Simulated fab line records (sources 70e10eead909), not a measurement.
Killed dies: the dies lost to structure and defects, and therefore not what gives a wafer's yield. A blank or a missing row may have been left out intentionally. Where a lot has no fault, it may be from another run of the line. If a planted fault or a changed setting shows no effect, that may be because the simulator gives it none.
Matching of chambers / flow nand-harc / 3 sister chambers for NHARC_A_CONTACT_DEP_29 on pecvd-03
The step deposits SiON, target thk 100 nm. 33 wafers are shown with their chamber, then 12 later ones without.

EACH WAFER AND ITS CHAMBER
wafer=L074.1; chamber=0; heater-power-w (W)=775
wafer=L074.2; chamber=1; heater-power-w (W)=772
wafer=L074.6; chamber=0; heater-power-w (W)=815
wafer=L075.2; chamber=1; heater-power-w (W)=761
wafer=L075.3; chamber=0; heater-power-w (W)=782
wafer=L075.4; chamber=2; heater-power-w (W)=688
wafer=L077.2; chamber=0; heater-power-w (W)=748
wafer=L077.4; chamber=2; heater-power-w (W)=765
wafer=L077.6; chamber=1; heater-power-w (W)=832
wafer=L079.1; chamber=1; heater-power-w (W)=812
wafer=L079.2; chamber=2; heater-power-w (W)=753
wafer=L079.5; chamber=1; heater-power-w (W)=849
wafer=L080.3; chamber=0; heater-power-w (W)=830
wafer=L080.5; chamber=0; heater-power-w (W)=824
wafer=L080.6; chamber=2; heater-power-w (W)=731
wafer=L084.3; chamber=0; heater-power-w (W)=894
wafer=L084.5; chamber=1; heater-power-w (W)=863
wafer=L084.6; chamber=0; heater-power-w (W)=914
wafer=L085.3; chamber=0; heater-power-w (W)=811
wafer=L085.5; chamber=0; heater-power-w (W)=813
wafer=L085.6; chamber=2; heater-power-w (W)=630
wafer=L086.2; chamber=0; heater-power-w (W)=892
wafer=L086.3; chamber=2; heater-power-w (W)=728
wafer=L086.6; chamber=0; heater-power-w (W)=902
wafer=L089.1; chamber=0; heater-power-w (W)=770
wafer=L089.3; chamber=1; heater-power-w (W)=855
wafer=L089.4; chamber=2; heater-power-w (W)=652
wafer=L088.4; chamber=0; heater-power-w (W)=829
wafer=L088.5; chamber=2; heater-power-w (W)=681
wafer=L088.6; chamber=1; heater-power-w (W)=893
wafer=L090.2; chamber=2; heater-power-w (W)=653
wafer=L090.3; chamber=0; heater-power-w (W)=888
wafer=L090.6; chamber=0; heater-power-w (W)=897

SIGNATURES (means of the wafers above)
reading=heater-power-w; chamber 0=836.50; chamber 1=829.62; chamber 2=697.89; scatter within a chamber=50.7
Rule: a wafer's distance from a chamber is the root of the sum, over the readings, of the square of ((its reading less the chamber's mean) divided by the reading's scatter). The wafer belongs to the nearest chamber; if the next one is less than 2 further off, it can't be placed. How the scatter is found: for the shown wafers, subtract from each reading the mean of its chamber, square and add these, divide the total by (wafers less chambers), then take the root.

WAFERS WITH NO CHAMBER GIVEN
wafer=L093.2; heater-power-w (W)=771
wafer=L093.3; heater-power-w (W)=636
wafer=L093.5; heater-power-w (W)=621
wafer=L092.1; heater-power-w (W)=600
wafer=L092.5; heater-power-w (W)=907
wafer=L092.6; heater-power-w (W)=606
wafer=L094.1; heater-power-w (W)=688
wafer=L094.3; heater-power-w (W)=793
wafer=L094.6; heater-power-w (W)=777
wafer=L097.2; heater-power-w (W)=684
wafer=L097.4; heater-power-w (W)=906
wafer=L097.5; heater-power-w (W)=930

WHICH CHAMBER EACH ONE RAN IN
wafer=L093.2; from the rows above=can't be placed: 1 or 0 or 2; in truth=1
wafer=L093.3; from the rows above=2; in truth=2
wafer=L093.5; from the rows above=2; in truth=2
wafer=L092.1; from the rows above=2; in truth=2
wafer=L092.5; from the rows above=can't be placed: 0 or 1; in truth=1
wafer=L092.6; from the rows above=2; in truth=2
wafer=L094.1; from the rows above=2; in truth=2
wafer=L094.3; from the rows above=can't be placed: 1 or 0 or 2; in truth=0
wafer=L094.6; from the rows above=can't be placed: 1 or 0 or 2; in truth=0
wafer=L097.2; from the rows above=2; in truth=2
wafer=L097.4; from the rows above=can't be placed: 0 or 1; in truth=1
wafer=L097.5; from the rows above=can't be placed: 0 or 1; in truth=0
Correctly placed: 6 of 12. Cannot be placed on the basis of these rows: 6; the candidates contain the true chamber in 6. Placed wrongly: 0.
